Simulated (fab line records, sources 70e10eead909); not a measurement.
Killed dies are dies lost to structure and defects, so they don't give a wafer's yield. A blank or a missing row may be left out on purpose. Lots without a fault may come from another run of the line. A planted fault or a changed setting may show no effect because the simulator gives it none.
A struck lot beside a sound one | flow nand_harc | 43 steps out of a route of 1302
Sound: wafers L431.4, L431.5, L431.6. Struck: wafers L435.3, L435.4, L435.6. The cause comes at the end.
At each step with rows: each side's tool, then ch and its chambers, then its first start. Under that, the readings that differ: sound wafers | struck wafers | difference of the means | sigmas: that difference in standard deviations of wafers without a fault.
alike: readings whose means differ by less than 2 such deviations, and words and numbers that are the same on both sides. not compared: withheld readings, readings that some wafer has no value for, bounds like >300 that may hide the same value, and numbers for which the record gives no deviation and whose values overlap.
The two part at a step that has a row with sigmas, a row that says differs or no value, or rows on one side only. Numbers that don't overlap but have no deviation are shown without sigmas and don't part them. A reading that every wafer of one side lacks parts them only if that side has two wafers or more.

first, 7 steps without rows for these wafers: NHARC_P_STI_SRD_35; NHARC_P_STI_ETCH_36 (etches SiO2 in dHF, target depth 38.8 nm); NHARC_P_STI_STRIP_24 (strips Si3N4 in H3PO4); NHARC_P_STI_ETCH_37 (etches SiO2 in dHF, target depth 11 nm); NHARC_P_STI_PRECLEAN_38 (cleans in SC1); NHARC_P_STI_SRD_39; NHARC_P_STI_OXIDE_40 (material SiO2, target thk 10 nm, ox time 1362 s).
NHARC_P_STI_INSPECT_25:
  sound on defect_inspect-02, day 6 11:32; struck on defect_inspect-01, day 8 07:02
  alike: raw_defect_count
then, 3 steps without rows for these wafers: NHARC_P_GATE_ETCH_69 (etches SiO2 in dHF, target depth 14 nm); NHARC_P_GATE_PRECLEAN_70 (cleans in SC1); NHARC_P_GATE_SRD_01.
NHARC_P_GATE_OXIDE_02: material SiO2, target thk 37.5 nm, ox time 365 s.
  sound on furnace-01 ch 0, day 6 15:01; struck on furnace-01 ch 0, day 8 11:27
  alike: spike_tc_bottom_C, zone_power_lower_pct
then, 8 steps without rows for these wafers: NHARC_P_GATE_DEHYDRATE_03 (time 120 s); NHARC_P_GATE_HMDS_04 (time 30 s); NHARC_P_GATE_COAT_05; NHARC_P_GATE_SOFTBAKE_06 (time 95 s); NHARC_P_GATE_EBR_07; NHARC_P_GATE_EXPOSE_08 (exposes mask P HV); NHARC_P_GATE_PEB_09 (peb time 85 s); NHARC_P_GATE_DEVELOP_10 (time 70 s).
NHARC_P_GATE_CD_MEAS_11: target cd 1640 nm.
  sound on cd_sem-02 ch 0, day 7 00:11; struck on cd_sem-03 ch 0, day 8 16:28
  alike: cd_nm
then, 1 step without rows for these wafers: NHARC_P_GATE_HARDBAKE_12 (time 80 s).
NHARC_P_GATE_DESCUM_13: chemistry O2, time 3 s.
  sound on rie_diel-04 ch 1,2, day 7 00:20; struck on rie_diel-11 ch 0,1,3, day 8 16:38
  alike: drypump_motor_current_A, o2_flow_sccm, oes_product_au, rf_vpp_V, showerhead_plenum_p_Torr, throttle_valve_pct
  not compared: rf_hours_counter_h
then, 6 steps without rows for these wafers: NHARC_P_GATE_ETCH_14 (etches SiO2 in dHF, target depth 48.8 nm); NHARC_P_GATE_STRIP_15 (strips in SPM, time 780 s); NHARC_P_GATE_PRECLEAN_71 (cleans in SC1); NHARC_P_GATE_SRD_72; NHARC_P_GATE_OXIDE_16 (material SiO2, target thk 3 nm, ox time 392 s); NHARC_P_GATE_CVD_17 (deposits poly-Si, target thk 150 nm, time 900 s).
NHARC_P_GATE_HM_DEP_102: deposits aC, target thk 120 nm.
  sound on acl_dep-03 ch 0, day 7 13:21; struck on acl_dep-03 ch 0, day 9 06:02
  alike: throttle_valve_pct
NHARC_P_GATE_DEP_103: deposits SiON, target thk 30 nm.
  sound on pecvd-03 ch 0,1,2, day 7 13:47; struck on pecvd-03 ch 0,1, day 9 06:34
  alike: heater_power_w
then, 8 steps without rows for these wafers: NHARC_P_GATE_DEHYDRATE_18 (time 120 s); NHARC_P_GATE_HMDS_19 (time 30 s); NHARC_P_GATE_COAT_20 (resist thk 90 nm); NHARC_P_GATE_SOFTBAKE_21 (time 55 s); NHARC_P_GATE_EBR_22; NHARC_P_GATE_EXPOSE_23 (exposes mask P GATE, target cd 120 nm); NHARC_P_GATE_PEB_24 (peb time 65 s); NHARC_P_GATE_DEVELOP_25 (develop time 35 s).
NHARC_P_GATE_CD_MEAS_26: target cd 120 nm.
  sound on cd_sem-02 ch 0, day 7 14:23; struck on cd_sem-02 ch 0, day 9 07:11
  alike: cd_nm
NHARC_P_GATE_OVL_MEAS_27:
  sound on overlay-01, day 7 14:28; struck on overlay-01, day 9 07:16
  alike: overlay_x_nm, overlay_y_nm
NHARC_P_GATE_INSPECT_28:
  sound on defect_inspect-02, day 7 14:30; struck on defect_inspect-01, day 9 07:18
  reading          | sound  | struck   | difference | sigmas
  raw_defect_count | 8 5 10 | 48 29 41 | +32        | +10
-- the record jumps here: 20 days lie between the struck wafers' starts before and after (it left off in module P_GATE and takes up again in module END, whose first step shown is number 1302 of the route) --
NHARC_END_SORT_01:
  sound on prober-01 ch 0, day 27 14:57; struck on prober-01 ch 0, day 28 21:43
  reading             | sound    | struck    | difference | sigmas
  killed_at_periphery | 2 0 2    | 41 27 34  | +33        | +11
  killed_dies         | 35 34 18 | 105 75 83 | +59        | +3
  alike: killed_at_array, killed_at_other, killed_open, killed_short

WHERE THEY PART
First at NHARC_P_GATE_INSPECT_28; last, within this record, at NHARC_END_SORT_01.

WHY: what the simulator had put in
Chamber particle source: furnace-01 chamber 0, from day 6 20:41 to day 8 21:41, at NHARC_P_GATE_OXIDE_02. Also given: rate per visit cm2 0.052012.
